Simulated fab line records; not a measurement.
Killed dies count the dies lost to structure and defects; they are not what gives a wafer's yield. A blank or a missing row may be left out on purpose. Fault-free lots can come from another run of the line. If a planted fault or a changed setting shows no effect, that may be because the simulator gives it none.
fab line records	flow nandHarc
record: lots: 24	wafers: 72	lastDay: 24
route steps=1159 shown A_STAIRCASE@584
lots that met no fault: from a run of the same line without faults
startH: start of the lot's first displayed wafer, in hours after the record's first day	waitH: how many hours have passed since the lot's step before this one	" same as the row above	L1.1+2: a row that stands for several wafers	- no value, or no start given	* or withheld: withheld	< > ~ a bound
route shown NAME@n: names a module that has steps shown in the file, with the first one's number in the route	usual: mean/standard deviation of fault-free wafers	same: alike in all rows	chamber/n: place in a boat	sites: each site's reading	_std_site: standard deviation across them	_edge_site: mean of outer sites minus mean of inner sites	radiusMm: how far each site lies from the wafer's centre	mask NAME#n: copy n	behind: the last tool/chamber to shape the wafer	hold: the reason the lot was held/the length of the hold in hours/how it ended	device: the n, p or np transistor that did not switch	end of line: the route-end tests of the same wafers	for a step that has no rows: nothing shown but its recipe	killed: dies lost to structure and defects at the first sort, not the wafer's yield	map: the dies of a wafer, with x for killed, . for not killed, _ for no die there
set.NAME: the setting as run; set.NAME@STEP: as run at that earlier step	model.NAME: the simulator's own value behind a step, which no gauge read
steps of the route over a sample of lots; a table a step, a row a wafer
services: from which hour (startH, from the record's first day; less than 0 if before it) a tool's chamber was out of use, for how many hours, and why
== steps ==
step: NHARC_A_STAIRCASE_ETCH_190
recipe: targetDepthA: 1000	timeS: 40.5	ionEnergyEv: 400	c4f8FlowSccm: 20	o2FlowSccm: 10	arFlowSccm: withheld	rfW: 600	biasW: 1000	chemistry: C4F8/O2
usual: oesProductAu: 0.940/0.01	rfVppV: 894/5.7
lot.wafer	tool	chamber	startH	waitH	oesProductAu	rfHoursCounterH	rfVppV
L074.2	rieDiel-12	1	-	-	0.932	10	889
L074.4	"	3	"	"	0.941	12	900
L074.6	"	1	"	"	0.940	-	890
L076.3	rieDiel-04	3	-	-	0.948	49	900
L076.2	"	2	"	"	0.938	50	893
L076.5	"	3	"	"	0.942	-	899
L075.1	rieDiel-11	0	-	-	0.935	25	887
L075.3	"	1	"	"	0.947	25	891
L075.6	"	1	"	"	0.951	-	889
L078.3	rieDiel-12	1	-	-	0.933	15	891
L078.5	"	2	"	"	0.942	-	896
L078.6	"	3	"	"	0.940	-	900
L077.3	rieDiel-11	0	-	-	0.944	28	887
L077.1	"	1	"	"	0.925	29	890
L077.5	"	1	"	"	0.925	-	890
L079.2	rieDiel-04	2	-	-	0.930	57	895
L079.3	"	0	"	"	0.960	28	888
L079.1	"	1	"	"	0.949	54	893
L081.4	rieDiel-11	3	-	-	0.940	34	904
L081.5	"	1	"	"	0.935	-	890
L081.6	"	2	"	"	0.938	-	903
L080.1	rieDiel-04	3	-	-	0.949	58	901
L080.6	"	0	"	"	0.946	-	889
L080.5	"	1	"	"	0.947	-	891
L083.3	rieDiel-11	0	-	-	0.944	39	887
L083.2	"	1	"	"	0.939	41	890
L083.4	"	3	"	"	0.939	40	903
L082.3	rieDiel-12	0	-	-	0.920	27	896
L082.4	"	1	"	"	0.928	26	889
L082.6	"	3	"	"	0.950	-	900
L085.1	rieDiel-04	1	-	-	0.951	1	891
L085.3	"	2	"	"	0.951	5	894
L085.5	"	1	"	"	0.935	-	892
L087.3	rieDiel-12	3	-	-	0.952	36	901
L087.2	"	0	"	"	0.945	35	895
L087.5	"	0	"	"	0.941	-	896
L086.1	rieDiel-04	2	-	-	0.947	9	891
L086.3	"	0	"	"	0.948	9	888
L086.5	"	2	"	"	0.944	-	893
L089.4	rieDiel-11	1	-	-	0.979	55	890
L089.3	"	2	"	"	0.950	53	903
L089.5	"	0	"	"	0.956	-	887
L084.4	rieDiel-12	3	-	-	0.942	39	900
L084.3	"	0	"	"	0.938	39	895
L084.2	"	1	"	"	0.928	37	890
L088.1	rieDiel-11	0	-	-	0.937	54	888
L088.3	"	1	"	"	0.953	57	889
L088.6	"	2	"	"	0.948	-	902
L090.3	rieDiel-12	2	-	-	0.938	42	896
L090.1	"	3	"	"	0.915	43	900
L090.2	"	0	"	"	0.917	43	894
L093.3	rieDiel-11	0	-	-	0.932	61	887
L093.2	"	2	"	"	0.933	60	901
L093.6	"	1	"	"	0.935	-	890
L094.1	rieDiel-12	2	-	-	0.938	47	896
L094.3	"	3	"	"	0.937	48	901
L094.5	"	2	"	"	0.926	-	895
L091.4	rieDiel-11	0	-	-	0.942	61	886
L091.6	"	3	"	"	0.935	-	902
L091.5	"	0	"	"	0.930	-	887
L092.1	rieDiel-11	3	-	-	0.940	62	903
L092.2	"	0	"	"	0.933	64	886
L092.6	"	0	"	"	0.933	-	887
L096.4	rieDiel-04	0	-	-	0.934	26	888
L096.3	"	1	"	"	0.944	22	891
L096.1	"	3	"	"	0.932	27	900
L097.2	rieDiel-12	3	-	-	0.930	59	900
L097.3	"	0	"	"	0.941	58	895
L097.6	"	1	"	"	0.924	-	889
L095.2	rieDiel-11	1	-	-	0.938	2	890
L095.3	"	3	"	"	0.934	1	903
L095.4	"	0	"	"	0.932	2	906
step: NHARC_A_STAIRCASE_STRIP_316
recipe: o2FlowSccm: 500	arFlowSccm: 0	biasW: 0	chemistry: O2
usual: drypumpMotorCurrentA: 5.6/0.49	oesProductAu: 1.001/0.0074	rfVppV: 57.8/0.91	showerheadPlenumPTorr: 3.50/0.15	throttleValvePct: 17.036/0.0085
lot.wafer	tool	chamber	startH	waitH	drypumpMotorCurrentA	oesProductAu	rfHoursCounterH	rfVppV	showerheadPlenumPTorr	throttleValvePct
L074.2	rieDiel-12	2	-	-	5.8	1.000	16	57.3	3.53	17.027
L074.4	"	3	"	"	5.9	0.987	17	60.0	3.66	17.040
L074.6	"	2	"	"	5.8	0.994	-	58.7	3.53	17.028
L076.3	rieDiel-12	3	-	-	5.9	1.001	19	57.1	3.66	17.035
L076.2	"	1	"	"	5.0	1.006	17	57.3	3.36	17.018
L076.5	"	3	"	"	6.0	0.990	-	57.5	3.66	17.030
L075.1	rieDiel-04	2	-	-	5.7	0.997	57	57.0	3.45	17.040
L075.3	"	0	"	"	5.0	1.003	28	58.4	3.33	17.030
L075.6	"	3	"	"	5.3	1.011	-	59.9	3.66	17.051
L078.3	rieDiel-11	0	-	-	5.1	1.008	34	58.8	3.30	17.046
L078.5	"	0	"	"	5.1	1.007	-	57.5	3.30	17.023
L078.6	"	1	"	"	6.4	1.003	-	57.8	3.36	17.041
L077.1	rieDiel-12	3	-	-	6.0	0.990	24	57.9	3.66	17.026
L077.3	"	0	"	"	5.7	0.993	23	57.8	3.52	17.037
L077.5	"	1	"	"	5.0	0.992	-	57.7	3.36	17.027
L079.3	rieDiel-11	2	-	-	4.8	0.997	37	57.7	3.69	17.035
L079.2	"	3	"	"	5.9	1.002	38	58.2	3.75	17.044
L079.1	"	0	"	"	5.1	0.999	37	56.2	3.30	17.040
L081.4	rieDiel-11	0	-	-	5.1	1.010	41	58.4	3.30	17.034
L081.6	"	0	"	"	5.1	1.007	-	58.2	3.30	17.033
L081.5	"	1	"	"	6.4	1.011	-	57.0	3.36	17.038
L080.1	rieDiel-04	2	-	-	5.7	0.989	3	57.5	3.45	17.041
L080.6	"	2	"	"	5.7	0.985	-	57.1	3.45	17.031
L080.5	"	3	"	"	5.3	0.999	-	58.0	3.65	17.027
L082.4	rieDiel-04	0	-	-	5.0	1.004	8	57.6	3.32	17.028
L082.3	"	1	"	"	6.2	1.009	3	57.1	3.40	17.038
L082.6	"	1	"	"	6.2	1.017	-	58.7	3.40	17.030
L083.4	rieDiel-11	0	-	-	5.1	1.010	48	57.1	3.29	17.045
L083.3	"	1	"	"	6.4	1.006	51	59.2	3.35	17.028
L083.2	"	2	"	"	4.8	1.003	48	58.7	3.68	17.026
L085.3	rieDiel-04	3	-	-	5.3	0.996	14	56.3	3.65	17.037
L085.1	"	0	"	"	5.0	1.006	13	57.2	3.32	17.035
L085.5	"	2	"	"	5.7	1.002	-	57.9	3.44	17.029
L087.2	rieDiel-12	3	-	-	6.0	0.996	43	59.2	3.65	17.036
L087.3	"	1	"	"	5.0	0.985	42	57.5	3.35	17.035
L087.5	"	3	"	"	6.0	0.995	-	58.2	3.65	17.046
L086.1	rieDiel-11	0	-	-	5.1	1.003	56	58.7	3.29	17.041
L086.3	"	1	"	"	6.4	1.010	59	56.5	3.35	17.051
L086.5	"	0	"	"	5.1	1.005	-	57.3	3.29	17.038
L089.4	rieDiel-11	0	-	-	5.1	1.002	60	57.6	3.29	17.031
L089.3	"	1	"	"	6.3	1.013	64	56.3	3.35	17.042
L089.5	"	0	"	"	5.1	1.001	-	56.9	3.29	17.037
L084.3	rieDiel-04	3	-	-	5.3	1.006	21	58.3	3.64	17.039
L084.4	"	0	"	"	5.0	1.004	20	56.1	3.31	17.041
L084.2	"	2	"	"	5.7	0.995	20	56.7	3.44	17.029
L088.3	rieDiel-04	0	-	-	5.0	1.002	21	57.6	3.31	17.040
L088.1	"	1	"	"	6.2	1.001	16	57.6	3.39	17.045
L088.6	"	0	"	"	5.1	1.003	-	57.6	3.31	17.041
L090.1	rieDiel-12	3	-	-	6.0	0.991	53	59.7	3.64	17.017
L090.2	"	0	"	"	5.8	0.995	53	57.0	3.51	17.043
L090.3	"	1	"	"	5.0	0.987	52	57.9	3.35	17.039
L093.3	rieDiel-12	3	-	-	5.9	1.009	56	57.3	3.64	17.044
L093.2	"	0	"	"	5.7	1.006	55	56.9	3.50	17.047
L093.6	"	3	"	"	6.0	0.987	-	56.9	3.64	17.039
L091.4	rieDiel-12	1	-	-	5.0	0.998	56	56.7	3.34	17.041
L091.5	"	3	"	"	6.0	1.003	-	56.4	3.64	17.042
L091.6	"	0	"	"	5.7	1.010	-	58.9	3.50	17.032
L094.3	rieDiel-04	2	-	-	5.7	1.000	28	59.0	3.44	17.032
L094.1	"	3	"	"	5.3	0.995	29	58.4	3.64	17.030
L094.5	"	2	"	"	5.7	1.001	-	58.1	3.43	17.043
L092.2	rieDiel-11	2	-	-	4.8	1.009	1	57.3	3.67	17.041
L092.1	"	0	"	"	5.1	0.995	1	58.0	3.81	17.029
L092.6	"	1	"	"	6.4	1.006	-	57.8	3.34	17.051
L096.1	rieDiel-12	1	-	-	5.0	0.994	2	57.4	3.34	17.046
L096.4	"	3	"	"	6.0	1.008	2	59.5	3.64	17.048
L096.3	"	0	"	"	5.8	1.006	2	57.4	3.50	17.014
L097.3	rieDiel-04	0	-	-	5.0	0.999	39	57.1	3.30	17.017
L097.2	"	1	"	"	6.2	1.005	35	57.1	3.38	17.036
L097.6	"	2	"	"	5.7	0.994	-	56.8	3.43	17.049
L095.2	rieDiel-11	2	-	-	4.8	1.003	11	58.1	3.67	17.039
L095.4	"	3	"	"	5.9	1.006	8	58.2	3.73	17.037
L095.3	"	1	"	"	6.4	1.001	11	55.5	3.34	17.048
step: NHARC_A_STAIRCASE_DEP_417
recipe: targetThkA: 600	stepCoveragePct: 20	tempC: 400	targetThkNm: 60	flowSccm: 200	rfW: 450	material: Si3N4
usual: heaterPowerOuterW: 421/66	heaterPowerW: 737/87	susceptorTempC: 399.98/0.23
lot.wafer	tool	chamber	startH	waitH	heaterPowerOuterW	heaterPowerW	susceptorTempC
L074.2	pecvd-04	2	263.66	-	320	670	399.92
L074.4	"	0	"	"	394	736	400.24
L074.6	"	1	"	"	406	753	399.83
L076.3	pecvd-04	1	271.91	-	458	822	399.94
L076.2	"	2	"	"	360	717	399.53
L076.5	"	2	"	"	367	699	399.80
L075.1	pecvd-01	1	272.72	-	449	768	399.70
L075.3	"	0	"	"	344	603	400.37
L075.6	"	2	"	"	507	853	400.03
L078.3	pecvd-03	2	283.71	-	570	908	400.46
L078.5	"	2	"	"	574	892	400.31
L078.6	"	1	"	"	461	743	399.90
L077.1	pecvd-04	2	286.05	-	399	726	399.81
L077.3	"	0	"	"	423	780	400.20
L077.5	"	2	"	"	377	729	399.68
L079.2	pecvd-01	2	294.00	-	428	749	399.78
L079.1	"	0	"	"	360	660	400.00
L079.3	"	1	"	"	389	683	400.11
L080.1	pecvd-04	0	307.83	-	462	828	400.28
L080.5	"	2	"	"	324	686	400.40
L080.6	"	1	"	"	480	863	399.93
L081.4	pecvd-01	0	307.89	-	366	625	399.97
L081.6	"	1	"	"	381	652	399.61
L081.5	"	2	"	"	512	860	399.82
L082.3	pecvd-04	0	319.83	-	455	835	399.97
L082.6	"	1	"	"	409	773	399.91
L082.4	"	2	"	"	379	755	400.12
L083.3	pecvd-03	1	321.98	-	490	820	399.79
L083.2	"	0	"	"	370	613	400.01
L083.4	"	0	"	"	375	607	400.47
L085.1	pecvd-04	2	334.20	-	343	683	399.90
L085.3	"	1	"	"	398	733	399.71
L085.5	"	0	"	"	445	803	400.39
L087.2	pecvd-01	1	340.80	-	418	717	400.16
L087.3	"	2	"	"	524	872	399.88
L087.5	"	2	"	"	529	888	399.80
L086.1	pecvd-03	1	343.26	-	471	797	399.88
L086.3	"	0	"	"	320	537	399.66
L086.5	"	0	"	"	322	542	399.56
L089.3	pecvd-03	0	352.39	-	372	599	400.23
L089.4	"	2	"	"	555	877	399.96
L089.5	"	0	"	"	378	617	399.66
L084.3	pecvd-03	2	352.59	-	524	829	399.99
L084.2	"	0	"	"	378	630	400.04
L084.4	"	1	"	"	409	708	399.51
L088.1	pecvd-04	1	354.45	-	460	823	400.48
L088.3	"	2	"	"	347	726	399.87
L088.6	"	1	"	"	458	821	400.26
L090.2	pecvd-01	1	364.78	-	459	780	400.01
L090.1	"	2	"	"	443	766	400.22
L090.3	"	0	"	"	342	614	400.00
L093.3	pecvd-01	1	375.53	-	400	688	399.78
L093.2	"	2	"	"	518	842	399.82
L093.6	"	0	"	"	416	703	399.87
L091.6	pecvd-01	0	378.40	-	368	675	399.75
L091.4	"	1	"	"	431	740	399.82
L091.5	"	2	"	"	411	711	400.45
L094.1	pecvd-03	0	379.13	-	340	570	400.03
L094.3	"	1	"	"	478	802	399.83
L094.5	"	0	"	"	347	562	400.29
L092.1	pecvd-03	2	381.78	-	515	825	399.58
L092.2	"	0	"	"	389	637	399.77
L092.6	"	2	"	"	509	816	399.54
L096.1	pecvd-04	0	397.03	-	358	705	400.17
L096.3	"	2	"	"	333	689	400.08
L096.4	"	2	"	"	333	671	400.11
L097.3	pecvd-04	2	401.55	-	407	776	399.84
L097.2	"	0	"	"	354	698	400.01
L097.6	"	2	"	"	291	626	399.99
L095.3	pecvd-03	0	405.57	-	349	595	400.36
L095.2	"	1	"	"	487	821	400.01
L095.4	"	0	"	"	367	580	400.29
step: NHARC_A_STAIRCASE_DEP_325
recipe: targetThkA: 38000	tempC: 400	targetThkNm: 3800	teosFlowSccm: 200	rfW: 500	material: SiO2
usual: heaterPowerOuterW: 372/68	heaterPowerW: 673/91	susceptorTempC: 400.00/0.21
lot.wafer	tool	chamber	startH	waitH	heaterPowerOuterW	heaterPowerW	susceptorTempC
L074.2	pecvd-03	2	290.30	0.2	445	757	400.02
L074.4	"	1	"	"	351	629	400.01
L074.6	"	0	"	"	278	486	399.97
L075.1	pecvd-04	2	300.55	0.2	333	671	399.72
L075.3	"	0	"	"	345	691	399.64
L075.6	"	1	"	"	359	702	399.74
L076.3	pecvd-01	0	300.68	0.3	293	546	399.94
L076.2	"	1	"	"	416	731	400.01
L076.5	"	2	"	"	393	690	399.88
L077.1	pecvd-01	2	313.36	0.1	510	843	400.32
L077.3	"	0	"	"	330	599	400.03
L077.5	"	0	"	"	289	537	400.06
L078.3	pecvd-03	2	313.46	0.2	478	819	400.10
L078.6	"	1	"	"	380	675	399.91
L078.5	"	2	"	"	449	719	400.12
L079.3	pecvd-04	0	323.43	0.1	353	681	399.91
L079.2	"	1	"	"	480	813	399.91
L079.1	"	2	"	"	368	746	399.67
L080.1	pecvd-01	1	339.85	0.3	358	645	400.11
L080.5	"	2	"	"	398	693	400.02
L080.6	"	0	"	"	287	545	400.02
L081.6	pecvd-04	0	339.98	0.5	319	648	399.71
L081.5	"	1	"	"	362	688	400.13
L081.4	"	2	"	"	269	603	399.96
L083.2	pecvd-01	1	349.76	0.1	442	723	399.52
L083.3	"	2	"	"	434	763	399.90
L083.4	"	1	"	"	340	623	400.06
L082.3	pecvd-04	0	349.91	0.3	392	738	400.09
L082.4	"	0	"	"	331	656	400.10
L082.6	"	1	"	"	359	675	400.05
L085.1	pecvd-04	2	363.25	0.2	323	657	400.09
L085.3	"	0	"	"	410	774	399.80
L085.5	"	1	"	"	381	697	399.93
L086.3	pecvd-04	1	368.16	0.1	474	832	399.87
L086.1	"	2	"	"	312	666	399.98
L086.5	"	1	"	"	380	682	399.84
L087.2	pecvd-01	0	368.25	0.2	350	614	400.11
L087.3	"	1	"	"	418	710	400.24
L087.5	"	2	"	"	394	708	400.30
L084.2	pecvd-03	0	380.31	0.1	294	496	400.35
L084.3	"	1	"	"	466	807	399.96
L084.4	"	1	"	"	392	673	399.81
L088.1	pecvd-01	2	380.44	0.2	477	833	400.30
L088.3	"	0	"	"	361	624	400.15
L088.6	"	1	"	"	332	593	400.32
L089.3	pecvd-03	1	380.89	0.6	391	678	399.86
L089.5	"	2	"	"	456	732	399.76
L089.4	"	0	"	"	282	488	400.19
L090.3	pecvd-01	0	391.00	0.1	367	646	400.14
L090.2	"	1	"	"	410	693	399.60
L090.1	"	2	"	"	444	737	399.97
L094.1	pecvd-04	1	403.35	0.1	429	784	400.15
L094.3	"	0	"	"	327	619	400.15
L094.5	"	0	"	"	318	657	400.32
L093.3	pecvd-03	0	403.35	0.1	367	628	400.30
L093.2	"	1	"	"	488	806	400.38
L093.6	"	0	"	"	279	497	400.14
L091.6	pecvd-01	1	403.66	0.3	345	613	400.29
L091.4	"	2	"	"	392	698	400.17
L091.5	"	0	"	"	283	536	399.82
L092.2	pecvd-04	1	408.78	0.1	432	776	400.03
L092.1	"	0	"	"	345	669	400.08
L092.6	"	1	"	"	359	659	400.00
L095.3	pecvd-04	1	433.93	0.2	397	717	399.91
L095.2	"	2	"	"	363	706	399.50
L095.4	"	0	"	"	321	638	399.83
L096.3	pecvd-03	2	433.93	0.2	472	776	399.99
L096.1	"	0	"	"	356	597	399.93
L096.4	"	1	"	"	380	663	400.31
L097.2	pecvd-01	0	433.99	0.2	385	704	400.02
L097.3	"	2	"	"	377	626	399.69
L097.6	"	0	"	"	304	593	399.83
step: NHARC_A_STAIRCASE_DESCUM_443
recipe: timeS: 3	o2FlowSccm: 200	arFlowSccm: 0	biasPowerW: 0	chemistry: O2
usual: drypumpMotorCurrentA: 5.6/0.5	oesProductAu: 0.999/0.007	rfVppV: 57.7/0.87	showerheadPlenumPTorr: 1.90/0.091	throttleValvePct: 11.310/0.0079
lot.wafer	tool	chamber	startH	waitH	drypumpMotorCurrentA	oesProductAu	rfHoursCounterH	rfVppV	showerheadPlenumPTorr	throttleValvePct
L074.2	rieDiel-11	3	298.96	-	5.9	1.001	41	59.7	2.04	11.319
L074.4	"	2	"	"	4.8	1.005	41	58.4	2.01	11.314
L074.6	"	0	"	"	5.1	1.009	-	57.6	1.78	11.306
L075.1	rieDiel-11	2	308.40	-	4.8	1.009	45	57.0	2.01	11.308
L075.3	"	3	"	"	5.9	1.001	44	59.1	2.04	11.310
L075.6	"	1	"	"	6.4	1.017	-	57.3	1.81	11.310
L076.2	rieDiel-12	0	308.56	-	5.7	0.988	30	56.7	1.91	11.307
L076.3	"	1	"	"	5.0	0.996	28	56.9	1.81	11.319
L076.5	"	0	"	"	5.7	0.993	-	57.6	1.91	11.323
L078.3	rieDiel-12	3	321.02	-	5.9	0.993	36	57.1	1.98	11.299
L078.5	"	3	"	"	5.9	0.991	-	59.3	1.98	11.309
L078.6	"	0	"	"	5.7	0.994	-	56.2	1.91	11.307
L077.1	rieDiel-04	3	321.18	-	5.2	1.006	10	57.2	1.98	11.316
L077.3	"	0	"	"	5.0	1.000	9	56.2	1.79	11.303
L077.5	"	2	"	"	5.7	1.007	-	56.8	1.87	11.305
L079.3	rieDiel-12	3	333.59	-	5.9	1.000	41	58.3	1.98	11.311
L079.1	"	0	"	"	5.7	1.003	41	56.4	1.90	11.298
L079.2	"	1	"	"	5.0	0.992	40	57.2	1.81	11.315
L081.4	rieDiel-12	0	347.41	-	5.7	1.003	46	58.9	1.90	11.309
L081.5	"	3	"	"	5.9	1.007	-	58.1	1.98	11.303
L081.6	"	0	"	"	5.7	1.010	-	57.5	1.90	11.317
L080.1	rieDiel-11	2	347.61	-	4.8	1.008	59	57.0	2.00	11.318
L080.6	"	2	"	"	4.8	1.010	-	58.3	2.00	11.316
L080.5	"	3	"	"	5.9	0.999	-	58.5	2.04	11.310
L083.3	rieDiel-12	0	357.99	-	5.7	1.005	51	57.5	1.90	11.303
L083.4	"	2	"	"	5.8	0.993	50	57.6	1.90	11.311
L083.2	"	3	"	"	5.9	0.984	51	59.7	1.98	11.313
L082.4	rieDiel-04	1	358.16	-	6.2	1.003	18	56.8	1.83	11.287
L082.3	"	2	"	"	5.7	0.996	23	57.8	1.86	11.305
L082.6	"	1	"	"	6.2	0.998	-	59.0	1.83	11.313
L085.3	rieDiel-04	0	370.94	-	5.0	0.996	26	56.3	1.79	11.320
L085.1	"	3	"	"	5.3	0.995	27	56.5	1.98	11.316
L085.5	"	1	"	"	6.2	0.998	-	56.8	1.83	11.321
L087.2	rieDiel-04	1	377.98	-	6.2	1.005	25	57.6	1.83	11.318
L087.3	"	3	"	"	5.3	0.999	31	57.8	1.98	11.315
L087.5	"	1	"	"	6.2	1.008	-	57.6	1.83	11.312
L086.1	rieDiel-12	2	378.21	-	5.8	1.010	59	58.0	1.90	11.311
L086.3	"	3	"	"	6.0	0.995	59	56.7	1.98	11.312
L086.5	"	1	"	"	5.0	0.990	-	56.9	1.81	11.323
L084.4	rieDiel-04	2	388.18	-	5.7	0.986	35	57.8	1.86	11.302
L084.2	"	3	"	"	5.3	1.004	35	56.4	1.98	11.305
L084.3	"	1	"	"	6.2	0.994	30	57.0	1.83	11.317
L089.4	rieDiel-04	1	388.33	-	6.2	0.995	30	57.5	1.83	11.329
L089.3	"	2	"	"	5.7	0.995	35	58.5	1.86	11.316
L089.5	"	0	"	"	5.0	1.003	-	56.5	1.78	11.309
L088.1	rieDiel-04	3	388.37	-	5.3	0.990	35	58.4	1.98	11.307
L088.3	"	0	"	"	5.0	1.003	34	57.9	1.78	11.300
L088.6	"	3	"	"	5.3	1.007	-	58.5	1.98	11.289
L090.3	rieDiel-11	2	399.36	-	4.8	0.992	8	59.0	2.00	11.312
L090.2	"	3	"	"	5.9	1.005	6	57.5	2.03	11.313
L090.1	"	0	"	"	5.1	0.990	8	57.1	2.07	11.307
L091.4	rieDiel-04	3	412.49	-	5.3	1.000	46	58.2	1.97	11.306
L091.6	"	1	"	"	6.2	0.998	-	57.6	1.83	11.305
L091.5	"	2	"	"	5.7	0.997	-	57.3	1.85	11.312
L093.2	rieDiel-12	1	412.66	-	5.0	1.000	6	56.8	1.80	11.304
L093.3	"	3	"	"	5.9	1.001	6	57.4	1.97	11.314
L093.6	"	0	"	"	5.7	0.984	-	57.6	1.90	11.317
L094.3	rieDiel-11	3	412.82	-	6.0	1.009	11	58.1	2.03	11.298
L094.1	"	0	"	"	5.0	0.992	12	59.8	2.07	11.302
L094.5	"	1	"	"	6.4	0.994	-	57.6	1.80	11.310
L092.1	rieDiel-11	2	421.52	-	4.8	1.005	19	57.5	1.99	11.300
L092.2	"	3	"	"	5.9	1.009	15	60.4	2.03	11.317
L092.6	"	1	"	"	6.4	0.995	-	57.9	1.80	11.313
L096.4	rieDiel-11	2	442.41	-	4.8	1.000	25	58.5	1.99	11.314
L096.3	"	0	"	"	5.1	0.997	23	59.9	2.07	11.302
L096.1	"	1	"	"	6.4	1.004	26	57.1	1.80	11.290
L097.2	rieDiel-12	1	442.45	-	5.0	0.990	15	56.9	1.80	11.307
L097.3	"	0	"	"	5.7	0.992	15	58.0	1.89	11.310
L097.6	"	1	"	"	5.0	0.992	-	57.4	1.80	11.305
L095.4	rieDiel-11	0	442.49	-	5.1	0.995	23	58.5	2.07	11.301
L095.3	"	1	"	"	6.4	1.009	26	58.0	1.80	11.319
L095.2	"	2	"	"	4.8	1.003	25	56.5	1.99	11.320
step: NHARC_A_STAIRCASE_STRIP_446
recipe: powerW: 1500	tempC: 250	chemistry: O2
usual: drypumpMotorCurrentA: 5.4/0.37	heaterPowerW: 312/14
lot.wafer	tool	chamber	startH	waitH	drypumpMotorCurrentA	heaterPowerW	rfHoursCounterH
L074.2	plasmaAsher-02	1	301.37	0.0	5.0	311	37
L074.4	"	1	"	"	5.1	318	-
L074.6	"	0	"	"	5.8	333	-
L075.1	plasmaAsher-01	1	310.74	0.0	4.9	299	5
L075.3	"	1	"	"	4.9	306	-
L075.6	"	0	"	"	5.6	311	-
L076.2	plasmaAsher-02	1	310.90	0.0	5.0	308	39
L076.3	"	1	"	"	5.1	321	-
L076.5	"	1	"	"	5.1	305	-
L078.3	plasmaAsher-01	1	323.51	0.2	4.9	298	-
L078.6	"	0	"	"	5.5	317	-
L078.5	"	1	"	"	5.0	294	-
L077.1	plasmaAsher-02	1	323.64	0.1	5.1	311	44
L077.3	"	1	"	"	5.0	314	-
L077.5	"	0	"	"	5.8	324	-
L079.1	plasmaAsher-01	0	336.12	0.2	5.5	321	16
L079.2	"	1	"	"	5.0	294	16
L079.3	"	0	"	"	5.5	311	-
L081.4	plasmaAsher-01	1	350.03	0.3	5.0	296	-
L081.5	"	1	"	"	5.0	296	-
L081.6	"	0	"	"	5.6	310	-
L080.1	plasmaAsher-02	0	350.07	0.2	5.8	332	52
L080.5	"	1	"	"	5.0	315	-
L080.6	"	0	"	"	5.8	324	-
L083.2	plasmaAsher-02	1	360.38	0.1	5.1	313	56
L083.4	"	0	"	"	5.9	333	-
L083.3	"	1	"	"	5.1	320	-
L082.3	plasmaAsher-01	0	360.62	0.2	5.6	316	-
L082.4	"	1	"	"	5.0	295	-
L082.6	"	0	"	"	5.6	313	-
L085.1	plasmaAsher-01	1	373.32	0.0	4.9	293	32
L085.3	"	1	"	"	4.9	294	-
L085.5	"	0	"	"	5.6	312	-
L086.1	plasmaAsher-02	0	380.53	0.0	5.8	329	3
L086.3	"	1	"	"	5.1	300	-
L086.5	"	0	"	"	5.9	334	-
L087.2	plasmaAsher-01	1	380.55	0.1	5.0	297	35
L087.3	"	1	"	"	5.0	293	-
L087.5	"	0	"	"	5.5	316	-
L084.2	plasmaAsher-01	0	390.68	0.0	5.6	310	38
L084.3	"	0	"	"	5.6	309	-
L084.4	"	1	"	"	4.9	293	-
L089.4	plasmaAsher-02	1	392.47	0.4	5.1	293	-
L089.3	"	0	"	"	5.8	338	-
L089.5	"	1	"	"	5.1	303	-
L088.1	plasmaAsher-01	1	393.61	0.1	4.9	296	39
L088.3	"	1	"	"	5.0	299	-
L088.6	"	1	"	"	4.9	288	-
L090.1	plasmaAsher-02	0	401.70	0.0	5.8	328	10
L090.2	"	1	"	"	5.0	301	10
L090.3	"	1	"	"	5.0	298	-
L091.4	plasmaAsher-01	0	414.95	0.2	5.6	322	-
L091.6	"	1	"	"	4.9	297	-
L091.5	"	0	"	"	5.6	319	-
L094.1	plasmaAsher-02	1	415.29	0.1	5.1	299	14
L094.3	"	1	"	"	5.1	305	-
L094.5	"	0	"	"	5.9	330	-
L093.2	plasmaAsher-01	0	415.56	0.1	5.6	310	47
L093.3	"	0	"	"	5.6	309	-
L093.6	"	1	"	"	4.9	294	-
L092.1	plasmaAsher-02	1	423.86	0.0	5.1	304	17
L092.2	"	0	"	"	5.8	331	17
L092.6	"	1	"	"	5.1	293	-
L097.2	plasmaAsher-01	1	444.81	0.0	4.9	297	57
L097.3	"	0	"	"	5.6	308	-
L097.6	"	1	"	"	5.0	297	-
L096.1	plasmaAsher-02	0	444.84	0.1	5.8	324	25
L096.4	"	1	"	"	5.1	307	-
L096.3	"	0	"	"	5.8	332	-
L095.2	plasmaAsher-02	0	446.27	0.1	5.9	336	25
L095.3	"	1	"	"	5.1	311	-
L095.4	"	0	"	"	5.8	331	-
== services ==
tool	chamber	startH	hours	kind
rieDiel-04	-	222.71	1.2	repair
rieDiel-11	0	223.32	-	clean
rieDiel-11	1	223.32	-	clean
rieDiel-11	2	223.32	-	clean
pecvd-01	-	237.26	13.0	pm
pecvd-03	1	258.94	2.9	repair
plasmaAsher-01	-	276.03	9.0	pm
pecvd-04	1	277.06	12.1	repair
rieDiel-04	-	288.90	9.0	pm
pecvd-03	-	292.36	13.0	pm
plasmaAsher-01	-	299.16	0.6	repair
pecvd-03	-	323.59	2.8	repair
plasmaAsher-02	-	360.61	9.0	pm
rieDiel-04	2	362.65	7.9	repair
rieDiel-11	2	363.14	3.9	repair
rieDiel-11	-	366.82	9.0	pm
pecvd-04	-	376.48	13.0	pm
rieDiel-12	-	379.69	9.0	pm
rieDiel-04	3	381.53	3.7	repair
pecvd-03	-	406.40	0.5	repair
rieDiel-12	3	406.51	1.2	repair
pecvd-01	-	418.26	13.0	pm
rieDiel-12	-	423.86	1.4	repair
rieDiel-04	-	442.20	0.7	repair
== key ==
fault none
